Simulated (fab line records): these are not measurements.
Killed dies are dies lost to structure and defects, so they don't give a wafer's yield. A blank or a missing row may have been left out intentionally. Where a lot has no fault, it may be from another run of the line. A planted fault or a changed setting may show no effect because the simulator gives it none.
Which tool was responsible? / flow nand-harc / 11 lots, 33 wafers sampled, at 2 steps of a route of 1302

## WHAT EACH GAUGE READ, for each wafer
NHARC_A_CHANNEL_HOLE_D2_CD_MEAS_10 targets a cd of 100 nm.
lot=L844; measured=day 13 04:12; on=cd-sem-03; cd-nm (nm)=99.5 99.4 99.1
lot=L848; measured=day 14 12:29; on=cd-sem-01; cd-nm (nm)=100.0 100.3 100.5
lot=L851; measured=day 15 21:59; on=cd-sem-03; cd-nm (nm)=100.7 100.4 100.1
lot=L850; measured=day 15 22:19; on=cd-sem-02; cd-nm (nm)=100.1 99.7 99.5
lot=L854; measured=day 17 11:17; on=cd-sem-01; cd-nm (nm)=100.0 99.3 99.6
lot=L857; measured=day 18 22:22; on=cd-sem-01; cd-nm (nm)=99.3 99.5 101.4
lot=L860; measured=day 19 16:48; on=cd-sem-02; cd-nm (nm)=99.7 99.3 100.8
lot=L862; measured=day 21 00:02; on=cd-sem-02; cd-nm (nm)=97.8 98.1 97.8 97.6 98.2 97.9
lot=L863; measured=day 20 22:35; on=cd-sem-03; cd-nm (nm)=97.5 97.6 98.0 97.8 98.1 98.0
lot=L865; measured=day 22 10:07; on=cd-sem-03; cd-nm (nm)=100.0 100.5 100.3
lot=L866; measured=day 22 12:01; on=cd-sem-03; cd-nm (nm)=99.6 99.0 99.1

## WHICH TOOL RAN EACH LOT (tool, then ch and the chambers of the sampled wafers, then the start)
lot=L844; NHARC_A_CHANNEL_HOLE_D2_EXPOSE_07=arfi-scanner-01 ch 0, day 13 04:03
lot=L848; NHARC_A_CHANNEL_HOLE_D2_EXPOSE_07=arfi-scanner-02 ch 0, day 14 12:20
lot=L851; NHARC_A_CHANNEL_HOLE_D2_EXPOSE_07=arfi-scanner-01 ch 0, day 15 21:51
lot=L850; NHARC_A_CHANNEL_HOLE_D2_EXPOSE_07=arfi-scanner-02 ch 0, day 15 22:10
lot=L854; NHARC_A_CHANNEL_HOLE_D2_EXPOSE_07=arfi-scanner-02 ch 0, day 17 11:08
lot=L857; NHARC_A_CHANNEL_HOLE_D2_EXPOSE_07=arfi-scanner-03 ch 0, day 18 22:14
lot=L860; NHARC_A_CHANNEL_HOLE_D2_EXPOSE_07=arfi-scanner-03 ch 0, day 19 16:40
lot=L862; NHARC_A_CHANNEL_HOLE_D2_EXPOSE_07=arfi-scanner-02 ch 0, day 20 23:53
lot=L863; NHARC_A_CHANNEL_HOLE_D2_EXPOSE_07=arfi-scanner-02 ch 0, day 20 22:26
lot=L865; NHARC_A_CHANNEL_HOLE_D2_EXPOSE_07=arfi-scanner-01 ch 0, day 22 09:58
lot=L866; NHARC_A_CHANNEL_HOLE_D2_EXPOSE_07=arfi-scanner-03 ch 0, day 22 11:53
- NHARC_A_CHANNEL_HOLE_D2_EXPOSE_07: exposes mask HOLE D2, target cd 100 nm.

## THE ANSWER, worked out from the rows above alone
Rule: usual is defined by the lots themselves. Put in order of their means at a reading, lots are off if they are a third of the lots or fewer, leave a main group of 4 or more, and stand apart from it by a gap of 3 or more times the standard deviation of the main group's means; of several such gaps the widest counts. The tables above print the reading to a certain number of digits; a main group whose means all agree to those digits is not used. Also off: a lot with no number at a reading for which 4 or more lots have one. The other lots that the step has rows for count as sound.
Off: L862, L863, at NHARC_A_CHANNEL_HOLE_D2_CD_MEAS_10 (cd-nm). Main group: mean 99.9 nm, sd 0.39.
If a tool, at a process step before that reading, ran all the lots that are off and no sound lot after the first of them, it fits. Gauges at NHARC_A_CHANNEL_HOLE_D2_CD_MEAS_10: tried the same way as those tools. One candidate fits, namely arfi-scanner-02 at NHARC_A_CHANNEL_HOLE_D2_EXPOSE_07. A fault onset in the window from L854 (day 17 11:08, its last sound lot) to L863 (day 20 22:26, its first lot off) fits.

## WHAT THE SIMULATOR PUT IN
Process parameters drifting: arfi-scanner-02 at NHARC_A_CHANNEL_HOLE_D2_EXPOSE_07, beginning at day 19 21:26. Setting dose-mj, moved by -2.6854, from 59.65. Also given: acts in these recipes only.
Lots struck among those shown: L863, L862. The rule above found the same.
